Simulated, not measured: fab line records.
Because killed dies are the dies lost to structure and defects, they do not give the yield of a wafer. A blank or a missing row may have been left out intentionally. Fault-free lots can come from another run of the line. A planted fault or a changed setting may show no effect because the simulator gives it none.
fab line records ; flow n5-finfet ; part 1 of 2: steps 1 to 23 of 27
record lots=6; wafers=18; last-day=18
route steps=1938 shown BEOL_M0_SAQP@642 BEOL_M4@1111
lots that met no fault: taken from a fault-free run of the same line
start-h: the number of hours between the record's first day and the start of the first shown wafer of the lot ; wait-h: time in hours since the lot's previous step ; " identical to the entry in the row above ; L1.1+2: a row that stands for several wafers ; - either no value or no given start ; * or withheld: withheld ; < > ~ a bound
route shown NAME@n: NAME is a module with steps in the file, n the number in the route of the first one ; usual: the fault-free wafers' mean and standard deviation ; same: alike in all rows ; chamber/n: place in a boat ; sites: each site's reading ; _std_site: the values' standard deviation ; _edge_site: the outer-site mean with the inner-site mean subtracted ; radius-mm: for every site, how far away it sits from the centre of the wafer ; mask NAME#n: copy n ; behind: the last tool/chamber to shape the wafer ; hold: what put the lot on hold/how long, in hours/how the hold closed ; device: the n, p or np transistor that did not switch ; end of line: the route-end tests of the same wafers ; a step given without rows: its recipe and nothing more ; killed: at the first sort, the dies lost to defects and structure; wafer yield is something else ; map: dies across one wafer; x = killed, . = not, _ = none there
set.NAME: setting as actually run; set.NAME@STEP: the setting as run at that earlier step ; model.NAME: the simulator's own value behind a step, which no gauge read
a table for each step, a row for each wafer; lots at some steps of the route
services: a tool's chamber out of use, with start hour (start-h, from the record's first day; less than 0 if before it), hours out, and reason
## steps
# step N5_BEOL_M0_SAQP_COAT_82
# recipe resist=SiARC; temp-c=220; time-s=60; spin-rpm=1500; resist-thk-nm=30
# step N5_BEOL_M0_SAQP_COAT_08
# recipe resist=CAR-ArF; spin-rpm=1500; resist-thk-nm=90
# step N5_BEOL_M0_SAQP_EBR_10
# recipe solvent=PGMEA; ebr-width-mm=1.5
# step N5_BEOL_M0_SAQP_SOFTBAKE_09
# recipe temp-c=110; time-s=60; resist=CAR-ArF
# step N5_BEOL_M0_SAQP_EXPOSE_11
# recipe mask-id=M0_CORE; na=1.35; source-shape=dipole; sigma-inner=0.538; sigma-outer=0.738; polarization=te; target-cd-nm=42; dose-mj=55
# step N5_BEOL_M0_SAQP_PEB_12
# recipe peb-temp-c=withheld; peb-time-s=60; resist=CAR-ArF
# step N5_BEOL_M0_SAQP_DEVELOP_13
# recipe develop-time-s=30; developer=TMAH; resist=CAR-ArF; dev-temp-c=23; rinse-liquid=diw; dry=air-spin
# step N5_BEOL_M0_SAQP_CD_MEAS_14
# recipe target-cd-nm=42.5; landing-energy-ev=500; detector=se-inlens
# usual cd-nm=42.5/0.32
lot.wafer;tool;chamber;start-h;wait-h;cd-nm
L645.1;cd-sem-03;0;116.16;-;42.5
L645.4;cd-sem-03;0;116.16;-;42.3
L645.5;cd-sem-03;0;116.16;-;42.7
L648.2;cd-sem-02;0;133.22;-;42.5
L648.3;cd-sem-02;0;133.22;-;42.4
L648.5;cd-sem-02;0;133.22;-;42.2
L649.2;cd-sem-01;0;137.81;-;42.2
L649.4;cd-sem-01;0;137.81;-;41.6
L649.6;cd-sem-01;0;137.81;-;42.1
L658.3;cd-sem-01;0;193.11;-;42.4
L658.5;cd-sem-01;0;193.11;-;41.7
L658.6;cd-sem-01;0;193.11;-;41.8
L659.1;cd-sem-03;0;206.05;-;42.6
L659.4;cd-sem-03;0;206.05;-;42.6
L659.6;cd-sem-03;0;206.05;-;42.9
L663.1;cd-sem-02;0;232.68;-;43.2
L663.2;cd-sem-02;0;232.68;-;42.3
L663.6;cd-sem-02;0;232.68;-;43.3
# step N5_BEOL_M0_SAQP_OVL_MEAS_15
# recipe points-per-wafer=44
# usual M0_CORE_OVL=0.0/0.79
lot.wafer;tool;chamber;start-h;wait-h;M0_CORE_OVL[nm]
L645.1;overlay-01;0;116.19;0.0;0.6
L645.4;overlay-01;0;116.19;0.0;-0.3
L645.5;overlay-01;0;116.19;0.0;0.7
L648.2;overlay-02;0;133.25;0.0;-0.3
L648.3;overlay-02;0;133.25;0.0;0.1
L648.5;overlay-02;0;133.25;0.0;0.9
L649.2;overlay-01;0;137.84;0.0;-1.0
L649.4;overlay-01;0;137.84;0.0;-0.3
L649.6;overlay-01;0;137.84;0.0;-0.5
L658.3;overlay-01;0;193.13;0.0;0.7
L658.5;overlay-01;0;193.13;0.0;1.3
L658.6;overlay-01;0;193.13;0.0;-0.9
L659.1;overlay-01;0;206.08;0.0;-0.9
L659.4;overlay-01;0;206.08;0.0;-0.8
L659.6;overlay-01;0;206.08;0.0;-1.8
L663.1;overlay-01;0;232.71;0.0;-0.8
L663.2;overlay-01;0;232.71;0.0;-0.1
L663.6;overlay-01;0;232.71;0.0;0.1
# step N5_BEOL_M0_SAQP_INSPECT_16
# recipe mode=adi; inspect-instrument=brightfield
# usual raw-defect-count=478/120
lot.wafer;tool;chamber;start-h;wait-h;raw-defect-count
L645.1;defect-inspect-02;-;116.22;0.0;282
L645.4;defect-inspect-02;-;116.22;0.0;369
L645.5;defect-inspect-02;-;116.22;0.0;487
L648.2;defect-inspect-02;-;133.28;0.0;266
L648.3;defect-inspect-02;-;133.28;0.0;614
L648.5;defect-inspect-02;-;133.28;0.0;576
L649.2;defect-inspect-02;-;137.86;0.0;381
L649.4;defect-inspect-02;-;137.86;0.0;401
L649.6;defect-inspect-02;-;137.86;0.0;372
L658.3;defect-inspect-01;-;193.16;0.0;339
L658.5;defect-inspect-01;-;193.16;0.0;441
L658.6;defect-inspect-01;-;193.16;0.0;441
L659.1;defect-inspect-02;-;206.10;0.0;552
L659.4;defect-inspect-02;-;206.10;0.0;435
L659.6;defect-inspect-02;-;206.10;0.0;518
L663.1;defect-inspect-01;-;232.73;0.0;496
L663.2;defect-inspect-01;-;232.73;0.0;483
L663.6;defect-inspect-01;-;232.73;0.0;348
# step N5_BEOL_M0_SAQP_DESCUM_19
# recipe chemistry=O2; time-s=7.9; source-power-w=50; bias-power-w=20; pressure-mtorr=20; rf-frequency-hz=2.712e+07; temp-c=40; resist=CAR-ArF; o2-flow-sccm=225
# usual drypump-motor-current-A=5.6/0.47; oes-product-au=0.80/0.095; rf-vpp-V=243.2/1.5; showerhead-plenum-p-Torr=2.10/0.079; throttle-valve-pct=20.45/0.21
lot.wafer;tool;chamber;start-h;wait-h;drypump-motor-current-A;oes-product-au;rf-hours-counter-h;rf-vpp-V;showerhead-plenum-p-Torr;throttle-valve-pct
L645.1;rie-diel-02;1;116.25;0.0;6.3;0.96;5;244.2;2.14;20.16
L645.4;rie-diel-02;2;116.25;0.0;6.0;0.76;-;246.4;2.20;20.55
L645.5;rie-diel-02;1;116.25;0.0;6.4;0.95;-;243.8;2.14;20.15
L648.2;rie-diel-02;3;133.31;0.0;5.8;0.80;77;243.6;2.03;20.72
L648.3;rie-diel-02;0;133.31;0.0;5.7;0.97;6;241.8;2.07;20.33
L648.5;rie-diel-02;0;133.31;0.0;5.7;0.97;-;241.8;2.07;20.35
L649.2;rie-diel-06;2;137.97;0.1;6.4;0.75;153;242.3;2.01;20.27
L649.4;rie-diel-06;3;137.97;0.1;5.5;0.70;194;243.3;2.07;20.61
L649.6;rie-diel-06;1;137.97;0.1;5.6;0.70;-;245.0;2.17;20.83
L658.3;rie-diel-06;0;193.19;0.0;5.1;0.93;14;243.0;2.06;20.27
L658.5;rie-diel-06;1;193.19;0.0;5.6;0.70;-;245.1;2.16;20.86
L658.6;rie-diel-06;0;193.19;0.0;5.2;0.95;-;243.1;2.06;20.25
L659.1;rie-diel-06;2;206.14;0.0;6.4;0.74;167;241.6;2.01;20.29
L659.4;rie-diel-06;3;206.14;0.0;5.4;0.69;209;241.1;2.06;20.65
L659.6;rie-diel-06;3;206.14;0.0;5.4;0.69;-;242.0;2.06;20.62
L663.1;rie-diel-03;1;233.21;0.5;6.0;0.70;234;244.2;2.15;20.52
L663.2;rie-diel-03;3;233.21;0.5;5.5;0.90;29;244.1;2.23;20.27
L663.6;rie-diel-03;1;233.21;0.5;6.0;0.70;-;243.6;2.15;20.53
# step N5_BEOL_M0_SAQP_ETCH_83
# recipe chemistry=CF4; target=SiARC; target-depth-a=390; mask-material=CAR-ArF; time-s=65; ion-energy-ev=80; pressure-mtorr=40; source-w=545; bias-w=36; Ar_flow_sccm=100; cf4-flow-sccm=100; ends=cleared
# usual bias-w=36.01/0.098; cf4-flow-sccm=100.0/0.32; drypump-motor-current-A=5.6/0.48; etch-rf-on-time-s=64.9/1.1; oes-product-au=0.69/0.079; rf-vpp-V=184.0/1.2; showerhead-plenum-p-Torr=2.15/0.074; throttle-valve-pct=15.62/0.25
lot.wafer;tool;chamber;start-h;wait-h;bias-w;cf4-flow-sccm;drypump-motor-current-A;etch-rf-on-time-s;oes-product-au;rf-hours-counter-h;rf-vpp-V;showerhead-plenum-p-Torr;throttle-valve-pct
L645.1;rie-diel-02;1;116.29;0.0;36.08;100.4;6.3;64.3;0.82;5;184.1;2.19;15.30
L645.4;rie-diel-02;2;116.29;0.0;36.05;100.0;6.0;63.9;0.65;-;185.7;2.23;15.69
L645.5;rie-diel-02;1;116.29;0.0;35.97;100.2;6.4;64.8;0.81;-;185.3;2.19;15.27
L648.2;rie-diel-02;3;133.34;0.0;36.11;100.2;5.8;63.9;0.70;77;182.9;2.09;15.90
L648.3;rie-diel-02;0;133.34;0.0;35.86;100.4;5.7;64.4;0.83;6;183.1;2.10;15.35
L648.5;rie-diel-02;0;133.34;0.0;35.76;100.2;5.6;63.5;0.84;-;183.4;2.11;15.37
L649.2;rie-diel-06;2;138.00;0.0;35.95;100.1;6.5;63.8;0.65;153;182.7;2.06;15.45
L649.4;rie-diel-06;3;138.00;0.0;36.17;100.0;5.4;64.8;0.61;194;182.9;2.13;15.91
L649.6;rie-diel-06;1;138.00;0.0;35.80;100.2;5.6;65.1;0.61;-;185.0;2.21;16.02
L658.3;rie-diel-06;0;193.23;0.0;35.95;100.2;5.2;63.9;0.81;14;183.0;2.11;15.37
L658.5;rie-diel-06;1;193.23;0.0;35.93;99.8;5.6;64.7;0.61;-;184.2;2.21;16.03
L658.6;rie-diel-06;0;193.23;0.0;35.99;99.9;5.2;63.6;0.81;-;185.1;2.11;15.37
L659.1;rie-diel-06;2;206.17;0.0;36.02;99.7;6.4;64.1;0.63;167;183.1;2.05;15.46
L659.4;rie-diel-06;3;206.17;0.0;36.07;100.3;5.4;64.7;0.59;209;183.5;2.13;15.92
L659.6;rie-diel-06;3;206.17;0.0;36.13;100.3;5.4;64.7;0.59;-;183.7;2.13;15.94
L663.1;rie-diel-03;1;233.25;0.0;36.08;100.1;6.0;64.3;0.61;234;184.5;2.20;15.76
L663.2;rie-diel-03;3;233.25;0.0;36.10;100.3;5.5;66.1;0.76;29;185.2;2.27;15.37
L663.6;rie-diel-03;1;233.25;0.0;35.94;100.5;6.0;64.3;0.61;-;184.5;2.20;15.76
# step N5_BEOL_M0_SAQP_ETCH_84
# recipe chemistry=N2/H2; target=SOC; target-depth-a=1000; overetch-a=200; mask-material=SiARC; temp-c=40; time-s=150; ion-energy-ev=200; pressure-mtorr=30; source-w=840; bias-w=150; n2-flow-sccm=200; h2-flow-sccm=200
# usual bias-w=150.0/0.44; chamber-pressure-mTorr=30.002/0.027; drypump-motor-current-A=5.6/0.48; oes-product-au=0.72/0.082; rf-vpp-V=524.1/2.7; showerhead-plenum-p-Torr=2.55/0.094; throttle-valve-pct=17.82/0.25
lot.wafer;tool;chamber;start-h;wait-h;bias-w;chamber-pressure-mTorr;drypump-motor-current-A;oes-product-au;rf-hours-counter-h;rf-vpp-V;showerhead-plenum-p-Torr;throttle-valve-pct;model.CAR-ArF_of_BEOL_M0_SAQP_COAT_08.thk-nm;model.SiARC_of_BEOL_M0_SAQP_COAT_82.thk-nm
L645.1;rie-diel-02;1;116.34;0.0;150.6;30.047;6.3;0.85;5;525.1;2.60;17.59;0;24.4
L645.4;rie-diel-02;2;116.34;0.0;150.0;30.008;6.0;0.67;-;527.1;2.64;17.78;0;24.2
L645.5;rie-diel-02;1;116.34;0.0;150.3;30.024;6.3;0.86;-;525.8;2.60;17.59;0;24.4
L648.2;rie-diel-02;3;133.39;0.0;-;-;-;-;-;-;-;-;55.2;30.2
L648.3;rie-diel-02;0;133.39;0.0;-;-;-;-;-;-;-;-;55.2;30
L648.5;rie-diel-02;0;133.39;0.0;-;-;-;-;-;-;-;-;55.4;30
L649.2;rie-diel-06;2;138.05;0.0;-;-;-;-;-;-;-;-;55.4;30
L649.4;rie-diel-06;3;138.05;0.0;-;-;-;-;-;-;-;-;55.4;30.2
L649.6;rie-diel-06;1;138.05;0.0;-;-;-;-;-;-;-;-;55.6;30
L658.3;rie-diel-06;0;193.28;0.0;150.0;30.025;5.2;0.84;15;521.4;2.49;17.55;0;24.4
L658.5;rie-diel-06;1;193.28;0.0;149.5;29.983;5.6;0.63;-;524.7;2.62;18.25;0;24.4
L658.6;rie-diel-06;0;193.28;0.0;150.7;29.992;5.2;0.83;-;521.9;2.49;17.56;0;24.2
L659.1;rie-diel-06;2;206.22;0.0;150.2;30.042;6.4;0.67;167;519.9;2.43;17.63;0;24.2
L659.4;rie-diel-06;3;206.22;0.0;149.9;29.981;5.5;0.62;209;523.0;2.53;18.09;0;24.2
L659.6;rie-diel-06;3;206.22;0.0;150.3;29.947;5.5;0.61;-;523.8;2.53;18.11;0;24.2
L663.1;rie-diel-03;1;233.30;0.0;150.2;30.009;6.0;0.64;234;526.0;2.61;18.07;0;24.4
L663.2;rie-diel-03;3;233.30;0.0;150.1;30.004;5.5;0.80;29;528.4;2.71;17.63;0;24.6
L663.6;rie-diel-03;1;233.30;0.0;150.5;30.021;6.0;0.63;-;526.1;2.61;18.10;0;24.4
# step N5_BEOL_M0_SAQP_STRIP_80
# recipe chemistry=N2/H2; temp-c=40; n2-flow-sccm=200; h2-flow-sccm=200; rf-frequency-hz=6e+07
# step N5_BEOL_M0_SAQP_HM_OPEN_112
# recipe chemistry=CHF3/O2; target=SiO2; stop-on=a-Si; target-depth-a=120; over-etch-frac=1.25; mask-material=SOC; time-s=13.5; pressure-mtorr=30; source-w=650; bias-w=170; Ar_flow_sccm=200; CHF3_flow_sccm=50; O2_flow_sccm=5; ion-energy-ev=200; ends=end-point
# usual drypump-motor-current-A=5.6/0.48; oes_f_703_au=0.80/0.088; oes-product-au=0.52/0.06; rf-vpp-V=523/5; showerhead-plenum-p-Torr=2.42/0.083; throttle-valve-pct=18.86/0.22
lot.wafer;tool;chamber;start-h;wait-h;drypump-motor-current-A;oes_f_703_au;oes-product-au;rf-hours-counter-h;rf-vpp-V;showerhead-plenum-p-Torr;throttle-valve-pct;model.SiARC_of_BEOL_M0_SAQP_COAT_82.thk-nm
L645.1;rie-diel-02;1;116.44;0.0;6.3;0.95;0.62;5;521;2.47;18.57;5
L645.4;rie-diel-02;2;116.44;0.0;6.0;0.77;0.50;-;525;2.52;18.90;5
L645.5;rie-diel-02;1;116.44;0.0;6.3;0.95;0.63;-;522;2.47;18.58;5
L648.2;rie-diel-02;3;133.50;0.0;5.8;0.82;0.30;78;518;2.34;19.09;10.6
L648.3;rie-diel-02;0;133.50;0.0;5.6;0.96;0.36;6;519;2.38;18.64;10.4
L648.5;rie-diel-02;0;133.50;0.0;5.6;0.98;0.36;-;518;2.38;18.63;10.2
L649.2;rie-diel-06;2;138.16;0.0;6.5;0.77;0.28;153;518;2.31;18.60;10.6
L649.4;rie-diel-06;3;138.16;0.0;5.4;0.70;0.27;194;522;2.40;19.08;10.8
L649.6;rie-diel-06;1;138.16;0.0;5.6;0.71;0.27;-;530;2.48;19.12;10.6
L658.3;rie-diel-06;0;193.38;0.0;5.2;0.95;0.61;15;519;2.37;18.65;4.8
L658.5;rie-diel-06;1;193.38;0.0;5.6;0.70;0.45;-;528;2.48;19.22;5
L658.6;rie-diel-06;0;193.38;0.0;5.2;0.94;0.62;-;519;2.37;18.63;4.8
L659.1;rie-diel-06;2;206.33;0.0;6.5;0.77;0.48;167;517;2.31;18.67;5
L659.4;rie-diel-06;3;206.33;0.0;5.5;0.70;0.45;209;521;2.40;19.18;4.8
L659.6;rie-diel-06;3;206.33;0.0;5.5;0.70;0.46;-;523;2.40;19.16;5
L663.1;rie-diel-03;1;233.40;0.0;6.1;0.72;0.46;234;530;2.48;18.99;5
L663.2;rie-diel-03;3;233.40;0.0;5.5;0.87;0.57;29;531;2.55;18.62;5.4
L663.6;rie-diel-03;1;233.40;0.0;6.1;0.72;0.46;-;529;2.48;18.98;5
# step N5_BEOL_M0_SAQP_STRIP_113
# recipe chemistry=CHF3/O2; resist=SiARC; rf-frequency-hz=6e+07
# step N5_BEOL_M0_SAQP_MANDREL_ETCH_20
# recipe target-depth-a=600; chemistry=HBr/Cl2; target=a-Si; stop-on=SiNx; bt-time-s=10; mask-material=SOC; over-etch-frac=0.5; time-s=30; pressure-mtorr=10; icp-w=800; bias-w=75; HBr_flow_sccm=150; Cl2_flow_sccm=80; ends=end-point
# usual HBr_flow_sccm=150.0/0.51; bias-w=74.99/0.21; drypump-motor-current-A=5.9/0.47; oes-product-au=0.772/0.017; throttle-valve-pct=35.37/0.26
lot.wafer;tool;chamber;start-h;wait-h;HBr_flow_sccm;bias-w;drypump-motor-current-A;oes-product-au;rf-hours-counter-h;throttle-valve-pct
L645.1;rie-si-01;3;116.53;0.0;149.2;74.82;5.9;0.756;19;35.43
L645.4;rie-si-01;0;116.53;0.0;150.5;75.12;6.2;0.797;36;35.81
L645.5;rie-si-01;3;116.53;0.0;149.0;74.93;5.9;0.767;-;35.43
L648.2;rie-si-01;3;133.59;0.0;150.1;75.05;5.9;0.327;20;36.32
L648.3;rie-si-01;1;133.59;0.0;150.0;75.26;6.1;0.323;7;35.96
L648.5;rie-si-01;3;133.59;0.0;150.4;74.93;5.9;0.315;-;36.31
L649.2;rie-si-03;1;138.24;0.0;150.3;75.18;6.7;0.333;142;36.30
L649.4;rie-si-03;3;138.24;0.0;149.4;75.08;5.5;0.314;96;36.30
L649.6;rie-si-03;1;138.24;0.0;151.1;74.87;6.7;0.326;-;36.28
L658.3;rie-si-06;0;193.47;0.0;150.3;75.14;5.8;0.761;13;35.23
L658.5;rie-si-06;2;193.47;0.0;149.9;75.27;5.0;0.772;-;34.96
L658.6;rie-si-06;3;193.47;0.0;149.8;74.95;6.0;0.757;-;35.83
L659.1;rie-si-06;3;206.42;0.0;150.1;75.13;6.0;0.769;184;35.80
L659.4;rie-si-06;2;206.42;0.0;149.5;75.13;5.0;0.791;159;34.95
L659.6;rie-si-06;0;206.42;0.0;149.8;74.72;5.9;0.792;-;35.20
L663.1;rie-si-01;1;233.49;0.0;149.7;75.07;6.1;0.757;8;35.07
L663.2;rie-si-01;2;233.49;0.0;150.4;74.67;6.5;0.761;6;35.21
L663.6;rie-si-01;1;233.49;0.0;149.4;75.03;6.0;0.758;-;35.08
# step N5_BEOL_M0_SAQP_STRIP_86
# recipe chemistry=N2/H2; power-w=500; temp-c=40; pressure-mtorr=50; rf-frequency-hz=6e+07; overash-fraction=0.3; bias-power-w=28; h2-frac=0.5; n2-flow-sccm=300; h2-flow-sccm=300
# step N5_BEOL_M0_SAQP_STRIP_115
# recipe chemistry=post-etch-residue-remover; time-s=60; temp-c=25; remover-ph=withheld; remover-water-wt-pct=withheld; remover-fluoride-wt-pct=withheld
# step N5_BEOL_M0_SAQP_SRD_93
# recipe dry=ipa-marangoni; time-s=30; temp-c=23; rinse-liquid=diw
# step N5_BEOL_M0_SAQP_RECESS_114
# recipe chemistry=HF/NH3; target=SiO2; target-depth-a=144; afs-cycles=3; temp-c=30; sublimation-temp-c=180; sublimation-time-s=60
# usual drypump-motor-current-A=5.6/0.63; foreline-p-Torr=0.1280/0.00041; sublimation-temp-c=179.99/0.15
# same afs-cycles=3
lot.wafer;tool;chamber;start-h;wait-h;drypump-motor-current-A;foreline-p-Torr;sublimation-temp-c
L645.1;vapor-etch-02;0;116.76;0.0;4.9;0.1283;179.90
L645.4;vapor-etch-02;1;116.76;0.0;5.4;0.1282;179.97
L645.5;vapor-etch-02;1;116.76;0.0;5.4;0.1289;180.07
L648.2;vapor-etch-01;0;133.82;0.0;6.5;0.1283;179.97
L648.3;vapor-etch-01;0;133.82;0.0;6.5;0.1282;179.96
L648.5;vapor-etch-01;1;133.82;0.0;5.3;0.1282;179.90
L649.2;vapor-etch-01;1;138.47;0.0;5.3;0.1279;180.06
L649.4;vapor-etch-01;0;138.47;0.0;6.5;0.1274;179.99
L649.6;vapor-etch-01;1;138.47;0.0;5.3;0.1285;180.00
L658.3;vapor-etch-01;1;193.82;0.1;5.3;0.1279;179.95
L658.5;vapor-etch-01;0;193.82;0.1;6.5;0.1280;180.05
L658.6;vapor-etch-01;1;193.82;0.1;5.3;0.1278;179.88
L659.1;vapor-etch-01;1;206.65;0.0;5.3;0.1276;179.93
L659.4;vapor-etch-01;1;206.65;0.0;5.3;0.1285;180.15
L659.6;vapor-etch-01;0;206.65;0.0;6.5;0.1277;179.83
L663.1;vapor-etch-02;1;233.72;0.0;5.4;0.1283;180.17
L663.2;vapor-etch-02;0;233.72;0.0;4.9;0.1289;179.96
L663.6;vapor-etch-02;1;233.72;0.0;5.4;0.1285;180.28
# step N5_BEOL_M0_SAQP_SPACER1_ALD_98
# recipe material=SiO2; target-thk-a=128; temp-c=300; ald-precursor-family=BDEAS; ald-co-reactant=O2-plasma; pulse-time-s=1; purge-time-s=2; co-reactant-purge-time-s=2; ald-cycles=138; pressure-torr=2
# usual heater-power-w=456/43; precursor-pulse-height-rel=1.001/0.019
lot.wafer;tool;chamber;start-h;wait-h;heater-power-w;precursor-pulse-height-rel
L645.1;ald-sin-04;1;117.55;0.7;406;1.021
L645.4;ald-sin-04;3;117.55;0.7;455;0.965
L645.5;ald-sin-04;0;117.55;0.7;489;1.003
L648.2;ald-sin-04;2;134.43;0.5;565;0.993
L648.3;ald-sin-04;0;134.43;0.5;483;0.987
L648.5;ald-sin-04;3;134.43;0.5;456;1.007
L649.2;ald-sin-04;1;138.86;0.3;420;1.038
L649.4;ald-sin-04;3;138.86;0.3;460;1.017
L649.6;ald-sin-04;3;138.86;0.3;454;0.986
L658.3;ald-sin-01;3;194.08;0.1;472;0.979
L658.5;ald-sin-01;1;194.08;0.1;500;1.004
L658.6;ald-sin-01;0;194.08;0.1;431;0.989
L659.1;ald-sin-01;2;207.04;0.3;409;1.034
L659.4;ald-sin-01;3;207.04;0.3;479;1.014
L659.6;ald-sin-01;1;207.04;0.3;510;1.029
L663.1;ald-sin-04;1;235.20;1.3;431;0.970
L663.2;ald-sin-04;2;235.20;1.3;573;0.988
L663.6;ald-sin-04;2;235.20;1.3;574;1.016
# step N5_BEOL_M0_SAQP_SPACER1_ETCHBACK_99
# recipe chemistry=CHF3/O2; mode=anisotropic-etchback; target=SiO2; target-depth-a=154; time-s=7.7; pressure-mtorr=30; source-w=650; bias-w=170; Ar_flow_sccm=200; CHF3_flow_sccm=50; O2_flow_sccm=5; ion-energy-ev=200
# usual drypump-motor-current-A=5.7/0.45; oes_f_703_au=0.80/0.091; oes-product-au=0.80/0.096; rf-vpp-V=523/4.9; showerhead-plenum-p-Torr=2.42/0.083; throttle-valve-pct=18.94/0.22
lot.wafer;tool;chamber;start-h;wait-h;drypump-motor-current-A;oes_f_703_au;oes-product-au;rf-hours-counter-h;rf-vpp-V;showerhead-plenum-p-Torr;throttle-valve-pct
L645.1;rie-diel-03;0;118.02;0.3;4.7;0.86;0.88;22;523;2.37;18.67
L645.4;rie-diel-03;0;118.02;0.3;4.7;0.85;0.88;-;522;2.37;18.67
L645.5;rie-diel-03;2;118.02;0.3;5.3;0.72;0.71;-;523;2.28;19.08
L648.2;rie-diel-06;3;134.90;0.3;5.5;0.71;0.27;192;524;2.40;19.08
L648.3;rie-diel-06;1;134.90;0.3;5.6;0.71;0.27;-;528;2.48;19.12
L648.5;rie-diel-06;3;134.90;0.3;5.5;0.70;0.26;-;521;2.40;19.09
L649.2;rie-diel-03;3;139.33;0.3;5.5;0.95;0.37;3;531;2.56;18.54
L649.4;rie-diel-03;2;139.33;0.3;5.3;0.71;0.27;226;521;2.28;18.96
L649.6;rie-diel-03;1;139.33;0.3;6.0;0.74;0.27;-;530;2.49;18.89
L658.3;rie-diel-03;3;194.56;0.3;5.5;0.90;0.91;17;531;2.56;18.66
L658.5;rie-diel-03;2;194.56;0.3;5.3;0.70;0.69;-;520;2.28;19.09
L658.6;rie-diel-03;3;194.56;0.3;5.5;0.90;0.92;-;528;2.56;18.67
L659.1;rie-diel-06;2;207.52;0.3;6.4;0.76;0.74;168;518;2.31;18.73
L659.4;rie-diel-06;3;207.52;0.3;5.4;0.69;0.70;210;521;2.40;19.22
L659.6;rie-diel-06;2;207.52;0.3;6.4;0.76;0.74;-;517;2.31;18.73
L663.1;rie-diel-06;1;235.69;0.3;5.6;0.70;0.70;226;531;2.47;19.29
L663.2;rie-diel-06;3;235.69;0.3;5.4;0.69;0.69;216;523;2.39;19.25
L663.6;rie-diel-06;1;235.69;0.3;5.6;0.69;0.69;-;528;2.47;19.29
## key
first-sign step=N5_BEOL_M0_SAQP_ETCH_84; reading=tool-record; direction=missing
effect step=N5_BEOL_M0_SAQP_HM_OPEN_112; reading=oes-product-au; direction=down; sigmas=3.6; usual=0.52; struck=0.31
effect step=N5_BEOL_M0_SAQP_MANDREL_ETCH_20; reading=oes-product-au; direction=down; sigmas=27; usual=0.772; struck=0.323
effect step=N5_BEOL_M0_SAQP_SPACER1_ETCHBACK_99; reading=oes-product-au; direction=down; sigmas=5.4; usual=0.80; struck=0.28
effect step=N5_BEOL_M0_SAQP_MANDREL1_REMOVE_100; reading=oes-product-au; direction=down; sigmas=29; usual=1.000; struck=0.378
effect step=N5_BEOL_M0_SAQP_CD_MEAS_25; reading=cd-nm; direction=missing
model-effect step=N5_BEOL_M0_SAQP_ETCH_84; value=CAR-ArF_of_BEOL_M0_SAQP_COAT_08.thk-nm; without=0; struck=55.37
model-effect step=N5_BEOL_M0_SAQP_HM_OPEN_112; value=SiARC_of_BEOL_M0_SAQP_COAT_82.thk-nm; without=4.767; struck=10.53
met-at N5_BEOL_M0_SAQP_ETCH_84
struck-wafers L648.2,L648.3,L648.5,L649.2,L649.4,L649.6
later-rows-left-out L648.2,L648.3,L648.5,L649.2,L649.4,L649.6
sort-left-out L648.2,L648.3,L648.5,L649.2,L649.4,L649.6
onset-between 116.34 133.39
fault kind=skipped-step-whole; tool=rie-diel-02,rie-diel-06; chamber=-; onset-h=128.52; steps=N5_BEOL_M0_SAQP_ETCH_84; scope=struck-lots-only
# sort-left-out: the simulated sort isn't trusted on such a fault, so these wafers' sort isn't shown, and their yield isn't known
# later-rows-left-out: the simulator's readings of these wafers behind a module that went badly wrong aren't trusted and aren't shown, but for the sort
